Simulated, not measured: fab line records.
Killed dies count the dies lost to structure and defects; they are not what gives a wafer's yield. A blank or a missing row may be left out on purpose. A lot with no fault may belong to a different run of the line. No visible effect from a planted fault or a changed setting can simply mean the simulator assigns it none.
fab line records	flow n5Finfet	part 2 of 2: steps 4 to 6 of 6
record: lots: 23	wafers: 69	lastDay: 20
route steps=1938 shown BEOL_M1@770
lots with no fault: from the same line, run without faults
startH: start of the lot's first displayed wafer, in hours after the record's first day	waitH: hours elapsed since this lot's preceding step	" repeats the value in the row above	L1.1+2: several wafers, shown together as one row	- either no value or no given start	* or withheld: withheld	< > ~ a bound
route shown NAME@n: a module of which the file shows steps, and the number in the route of the first	usual: the fault-free wafers' mean and standard deviation	same: alike in all rows	chamber/n: place in a boat	sites: per-site readings	_std_site: the standard deviation of these	_edge_site: outer sites' mean less inner sites'	radiusMm: for every site, how far away it sits from the centre of the wafer	mask NAME#n: copy n	behind: the most recent tool/chamber to have shaped the wafer	hold: why the lot went on hold/how many hours it stayed there/how the hold came to an end	device: whichever transistor did not switch (one of n, p or np)	end of line: tests run on the same wafers once the route is complete	a step given without rows: its recipe and nothing more	killed: at the first sort, the dies lost to defects and structure; wafer yield is something else	map: shows each die of a wafer: x if killed, . if not, _ if none is there
set.NAME: setting as actually run; set.NAME@STEP: the setting as run at that earlier step	model.NAME: the simulator's own value behind a step, which no gauge read
steps of the route over a sample of lots; a table a step, a row a wafer
services: the hour from which a tool's chamber was out of use, counted from the record's first day as startH (under 0 if before that day), plus the number of hours and why
== steps ==
step: N5_BEOL_M1_ALD_84
recipe: material: TaN	targetThkA: *	tempC: 275	aldPrecursorFamily: PDMAT	aldCoReactant: NH3	pressureTorr: 3	carrierFlowSccm: 1500	pulseTimeS: 2	purgeTimeS: 3	coReactantPurgeTimeS: 2	coReactantPulseTimeS: 3	aldCycles: 30	precursorVesselTempC: 75	precursorVesselPressureTorr: 26.25	precursorVesselCarrierSccm: 1000
usual: heaterPowerW: 417/53	precursorVesselTempC: 74.99/0.12
same: purgeTimeS: 3
lot.wafer	tool	chamber	startH	waitH	heaterPowerW	precursorVesselTempC
L074.2	aldMetal-02	1	150.48	0.2	380	74.93
L074.3	"	0	"	"	497	75.07
L074.4	"	2	"	"	399	75.08
L076.3	aldMetal-01	0	151.43	0.3	394	74.92
L076.4	"	1	"	"	370	75.19
L076.5	"	1	"	"	363	75.12
L078.1	aldMetal-02	1	153.28	0.0	391	74.98
L078.3	"	3	"	"	428	74.89
L078.5	"	3	"	"	434	74.80
L075.1	aldMetal-03	3	153.48	0.1	467	74.87
L075.4	"	1	"	"	463	75.08
L075.5	"	2	"	"	337	74.92
L077.3	aldMetal-02	2	153.48	0.1	397	75.02
L077.4	"	3	"	"	427	75.26
L077.5	"	3	"	"	418	75.10
L079.3	aldMetal-01	3	156.65	0.1	469	75.02
L079.4	"	1	"	"	371	74.91
L079.6	"	1	"	"	369	74.94
L080.2	aldMetal-02	3	161.37	0.1	429	75.09
L080.4	"	2	"	"	393	75.27
L080.6	"	3	"	"	432	75.02
L081.2	aldMetal-03	2	181.80	0.0	329	74.94
L081.3	"	0	"	"	412	75.03
L081.5	"	2	"	"	327	74.86
L082.1	aldMetal-02	2	187.28	0.1	400	74.95
L082.4	"	0	"	"	505	75.01
L082.6	"	1	"	"	378	75.13
L083.1	aldMetal-03	2	190.36	0.0	332	74.73
L083.2	"	3	"	"	464	74.99
L083.6	"	3	"	"	455	74.84
L084.2	aldMetal-01	2	205.66	0.0	366	74.95
L084.4	"	0	"	"	401	75.13
L084.5	"	2	"	"	356	74.79
L085.1	aldMetal-02	0	215.42	0.0	511	75.10
L085.3	"	2	"	"	407	74.96
L085.6	"	2	"	"	400	74.84
L087.3	aldMetal-01	3	220.61	0.0	446	75.14
L087.4	"	1	"	"	352	75.11
L087.5	"	3	"	"	453	74.98
L088.3	aldMetal-03	1	236.84	0.1	466	74.81
L088.5	"	1	"	"	476	75.24
L088.6	"	2	"	"	333	74.96
L089.1	aldMetal-03	2	245.56	0.0	329	74.84
L089.3	"	3	"	"	459	75.01
L089.4	"	0	"	"	418	74.82
L090.1	aldMetal-03	0	245.88	0.1	413	74.87
L090.2	"	1	"	"	465	75.03
L090.6	"	0	"	"	410	75.06
L091.3	aldMetal-03	2	248.94	0.1	332	74.77
L091.4	"	0	"	"	423	75.17
L091.5	"	3	"	"	464	75.05
L092.1	aldMetal-03	2	252.08	0.0	330	74.74
L092.3	"	1	"	"	455	74.98
L092.6	"	2	"	"	330	74.80
L093.3	aldMetal-03	0	255.84	0.1	410	74.78
L093.5	"	0	"	"	418	74.77
L093.6	"	3	"	"	467	75.03
L094.2	aldMetal-03	0	258.92	0.0	422	74.90
L094.3	"	1	"	"	472	75.10
L094.6	"	1	"	"	472	74.98
L095.1	aldMetal-03	2	270.35	0.0	325	75.02
L095.2	"	0	"	"	413	74.98
L095.3	"	1	"	"	457	75.02
L096.1	aldMetal-01	0	270.86	0.0	407	75.05
L096.2	"	3	"	"	466	74.99
L096.4	"	2	"	"	378	75.00
L097.3	aldMetal-02	1	275.39	0.0	379	74.80
L097.5	"	3	"	"	431	75.07
L097.6	"	0	"	"	507	74.99
step: N5_BEOL_M1_SPUTTER_79
recipe: material: Cu	targetThkA: 45	tempC: -20	chamberPressurePa: 0.07	powerW: withheld	timeS: 8.29
usual: substrateTempC: -20.00/0.11	throttleValvePct: 29.8/0.94
lot.wafer	tool	chamber	startH	waitH	substrateTempC	throttleValvePct
L074.2	pvdSputter-03	-	151.29	0.1	-19.95	31.5
L074.3	"	-	"	"	-19.97	29.9
L074.4	"	-	"	"	-19.90	29.1
L076.3	pvdSputter-01	-	152.79	0.1	-20.13	31.5
L076.4	"	-	"	"	-19.76	30.0
L076.5	"	-	"	"	-19.91	30.2
L078.1	pvdSputter-03	-	153.98	0.1	-19.86	29.2
L078.3	"	-	"	"	-19.94	31.3
L078.5	"	-	"	"	-20.00	30.0
L075.1	pvdSputter-02	-	154.15	0.1	-20.20	29.4
L075.4	"	-	"	"	-19.90	28.4
L075.5	"	-	"	"	-20.01	28.6
L077.3	pvdSputter-01	-	154.67	0.1	-20.16	30.0
L077.4	"	-	"	"	-20.00	31.5
L077.5	"	-	"	"	-19.92	28.6
L079.3	pvdSputter-01	-	159.17	0.1	-19.84	28.5
L079.4	"	-	"	"	-19.96	28.6
L079.6	"	-	"	"	-20.02	31.4
L080.2	pvdSputter-01	-	162.15	0.1	-20.06	31.6
L080.4	"	-	"	"	-19.94	29.7
L080.6	"	-	"	"	-20.05	31.6
L081.2	pvdSputter-03	-	182.72	0.1	-19.95	30.1
L081.3	"	-	"	"	-20.08	30.2
L081.5	"	-	"	"	-20.00	29.9
L082.1	pvdSputter-02	-	188.16	0.1	-19.89	29.6
L082.4	"	-	"	"	-20.10	29.2
L082.6	"	-	"	"	-20.00	29.8
L083.1	pvdSputter-02	-	191.10	0.1	-19.80	28.6
L083.2	"	-	"	"	-20.01	29.3
L083.6	"	-	"	"	-19.85	29.6
L084.2	pvdSputter-03	-	206.48	0.1	-19.99	31.3
L084.4	"	-	"	"	-19.83	29.9
L084.5	"	-	"	"	-19.88	30.1
L085.1	pvdSputter-03	-	216.47	0.1	-20.04	29.0
L085.3	"	-	"	"	-20.15	30.0
L085.6	"	-	"	"	-20.01	31.3
L087.3	pvdSputter-01	-	221.41	0.1	-20.08	28.3
L087.4	"	-	"	"	-19.85	28.7
L087.5	"	-	"	"	-20.08	28.5
L088.3	pvdSputter-01	-	237.74	0.1	-19.86	28.7
L088.5	"	-	"	"	-20.23	30.0
L088.6	"	-	"	"	-19.87	31.5
L089.1	pvdSputter-03	-	246.37	0.1	-20.02	30.1
L089.3	"	-	"	"	-20.18	31.2
L089.4	"	-	"	"	-20.10	30.1
L090.1	pvdSputter-02	-	246.92	0.1	-19.88	28.5
L090.2	"	-	"	"	-20.08	30.1
L090.6	"	-	"	"	-19.86	29.3
L091.3	pvdSputter-01	-	249.70	0.1	-19.84	31.2
L091.4	"	-	"	"	-20.03	30.1
L091.5	"	-	"	"	-19.95	29.7
L092.1	pvdSputter-02	-	252.94	0.1	-20.13	28.5
L092.3	"	-	"	"	-20.21	30.2
L092.6	"	-	"	"	-19.80	29.2
L093.3	pvdSputter-02	-	257.06	0.1	-20.25	29.3
L093.5	"	-	"	"	-20.05	29.4
L093.6	"	-	"	"	-19.80	29.8
L094.2	pvdSputter-01	-	259.91	0.1	-19.94	31.5
L094.3	"	-	"	"	-19.90	28.8
L094.6	"	-	"	"	-19.88	29.8
L095.1	pvdSputter-01	-	271.53	0.1	-20.03	28.7
L095.2	"	-	"	"	-20.20	30.1
L095.3	"	-	"	"	-19.92	31.6
L096.1	pvdSputter-02	-	273.24	0.1	-20.09	29.4
L096.2	"	-	"	"	-19.93	28.5
L096.4	"	-	"	"	-19.95	29.8
L097.3	pvdSputter-03	-	276.16	0.1	-20.00	29.9
L097.5	"	-	"	"	-20.06	31.4
L097.6	"	-	"	"	-20.05	29.9
step: N5_BEOL_M1_SPUTTER_81
recipe: material: Cu	targetThkA: 45	tempC: -20	chamberPressurePa: 0.07	powerW: withheld	timeS: 8.29
usual: substrateTempC: -20.00/0.11	throttleValvePct: 29.8/0.92
lot.wafer	tool	chamber	startH	waitH	substrateTempC	throttleValvePct
L074.2	pvdSputter-03	-	151.51	0.1	-20.20	31.4
L074.3	"	-	"	"	-20.12	30.1
L074.4	"	-	"	"	-20.26	29.0
L076.3	pvdSputter-01	-	153.01	0.1	-19.93	31.2
L076.4	"	-	"	"	-19.72	30.0
L076.5	"	-	"	"	-20.00	29.9
L078.1	pvdSputter-03	-	154.20	0.1	-19.95	29.4
L078.3	"	-	"	"	-19.87	31.3
L078.5	"	-	"	"	-19.97	29.9
L075.1	pvdSputter-02	-	154.37	0.1	-19.95	29.6
L075.4	"	-	"	"	-20.19	28.6
L075.5	"	-	"	"	-20.10	28.6
L077.3	pvdSputter-01	-	154.89	0.1	-19.94	29.8
L077.4	"	-	"	"	-19.95	31.5
L077.5	"	-	"	"	-20.00	28.3
L079.3	pvdSputter-01	-	159.39	0.1	-20.16	28.7
L079.4	"	-	"	"	-20.09	29.0
L079.6	"	-	"	"	-20.05	31.3
L080.2	pvdSputter-01	-	162.37	0.1	-20.01	31.7
L080.4	"	-	"	"	-19.89	29.9
L080.6	"	-	"	"	-20.02	31.4
L081.2	pvdSputter-03	-	182.94	0.1	-19.82	30.4
L081.3	"	-	"	"	-19.97	29.7
L081.5	"	-	"	"	-20.01	29.8
L082.1	pvdSputter-02	-	188.38	0.1	-19.79	29.4
L082.4	"	-	"	"	-20.06	29.5
L082.6	"	-	"	"	-20.21	29.8
L083.1	pvdSputter-02	-	191.32	0.1	-19.94	28.5
L083.2	"	-	"	"	-20.04	29.5
L083.6	"	-	"	"	-19.88	29.8
L084.2	pvdSputter-03	-	206.70	0.1	-20.17	31.3
L084.4	"	-	"	"	-20.05	30.0
L084.5	"	-	"	"	-20.05	29.9
L085.1	pvdSputter-03	-	216.69	0.1	-20.03	29.0
L085.3	"	-	"	"	-19.91	29.7
L085.6	"	-	"	"	-20.05	31.4
L087.3	pvdSputter-01	-	221.63	0.1	-19.87	28.6
L087.4	"	-	"	"	-20.02	28.8
L087.5	"	-	"	"	-19.88	28.7
L088.3	pvdSputter-01	-	237.96	0.1	-20.09	28.4
L088.5	"	-	"	"	-20.06	30.0
L088.6	"	-	"	"	-19.93	31.7
L089.1	pvdSputter-03	-	246.59	0.1	-19.97	30.0
L089.3	"	-	"	"	-20.07	31.2
L089.4	"	-	"	"	-19.91	30.0
L090.1	pvdSputter-02	-	247.14	0.1	-20.00	28.3
L090.2	"	-	"	"	-19.97	29.8
L090.6	"	-	"	"	-20.25	29.6
L091.3	pvdSputter-01	-	249.92	0.1	-20.22	31.3
L091.4	"	-	"	"	-19.95	30.1
L091.5	"	-	"	"	-20.01	30.2
L092.1	pvdSputter-02	-	253.16	0.1	-19.98	28.3
L092.3	"	-	"	"	-20.12	29.8
L092.6	"	-	"	"	-20.19	29.4
L093.3	pvdSputter-02	-	257.28	0.1	-19.90	29.5
L093.5	"	-	"	"	-20.05	29.4
L093.6	"	-	"	"	-20.04	29.9
L094.2	pvdSputter-01	-	260.13	0.1	-19.96	31.5
L094.3	"	-	"	"	-20.10	28.9
L094.6	"	-	"	"	-19.91	29.9
L095.1	pvdSputter-01	-	271.75	0.1	-19.89	28.5
L095.2	"	-	"	"	-20.08	30.1
L095.3	"	-	"	"	-19.83	32.0
L096.1	pvdSputter-02	-	273.46	0.1	-20.04	29.5
L096.2	"	-	"	"	-19.85	28.6
L096.4	"	-	"	"	-19.94	29.8
L097.3	pvdSputter-03	-	276.38	0.1	-19.97	29.8
L097.5	"	-	"	"	-20.07	31.0
L097.6	"	-	"	"	-20.13	30.2
== services ==
tool	chamber	startH	hours	kind
rieDiel-04	2	105.37	13.3	repair
aldMetal-01	2	109.38	21.7	repair
rieDiel-01	0	117.38	36.7	repair
aldMetal-02	0	120.58	4.2	repair
pvdSputter-02	-	134.10	2.2	repair
pvdSputter-01	-	135.91	8.5	repair
aldMetal-01	-	139.11	0.6	repair
pvdSputter-03	-	147.37	0.7	repair
rieDiel-01	3	160.50	4.9	repair
rieDiel-01	0	198.60	-	clean
rieDiel-01	0	198.60	-	consumableReplace:focusRing
rieDiel-01	0	198.60	23.9	scheduledDown
rieDiel-01	0	198.60	23.9	ventCycle
aldMetal-02	3	215.35	28.4	repair
rieDiel-04	2	222.58	4.9	repair
rieDiel-05	-	223.92	0.2	repair
rieDiel-01	-	240.37	5.9	repair
rieDiel-01	2	252.91	26.0	repair
rieDiel-01	-	253.32	6.4	repair
